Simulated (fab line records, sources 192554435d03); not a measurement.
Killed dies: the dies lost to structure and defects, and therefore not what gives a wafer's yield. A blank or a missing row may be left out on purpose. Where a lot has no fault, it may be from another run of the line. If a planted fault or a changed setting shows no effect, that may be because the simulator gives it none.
Chamber matching    flow n5 finfet    rie diel-05 running N5_SDB_DESCUM_16: 4 sister chambers
The step chemistry O2, time 7.9 s. 4 wafers are shown with their chamber, then 9 later ones without.

## EACH WAFER AND ITS CHAMBER
wafer   chamber  drypump motor current A (A)
L084.5  0        5.1
L087.1  1        6.1
L087.2  3        5.5
L087.3  2        5.5

## WAFERS MISSING THEIR CHAMBER
wafer   drypump motor current A (A)
L092.2  6.2
L092.4  5.5
L092.6  5.6
L095.3  6.1
L095.5  5.5
L095.6  6.1
L097.2  5.1
L097.4  5.4
L097.5  6.1

## EACH ONE'S CHAMBER
wafer   from the rows above      in truth
L092.2  1                        1
L092.4  can't be placed: 2 or 3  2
L092.6  can't be placed: 2 or 3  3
L095.3  1                        1
L095.5  can't be placed: 2 or 3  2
L095.6  1                        1
L097.2  0                        0
L097.4  can't be placed: 2 or 3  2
L097.5  1                        1
Correct placement for 5 of the 9. These rows do not allow placing 4 (true chamber among the candidates in 4). Wrongly placed: 0.
How it was worked out, from the rows above alone: a wafer's distance from a chamber is the root of the sum, over the readings, of the square of ((its reading less the chamber's mean) divided by the reading's scatter). If the next closest chamber is less than 2 further off than the closest, the wafer can't be placed; otherwise it belongs to the closest. A chamber's mean is the mean of its shown wafers. The scatter (one wafer shown for each chamber): square how far every hidden wafer sits from the nearest shown wafer, average those squares and take the square root.
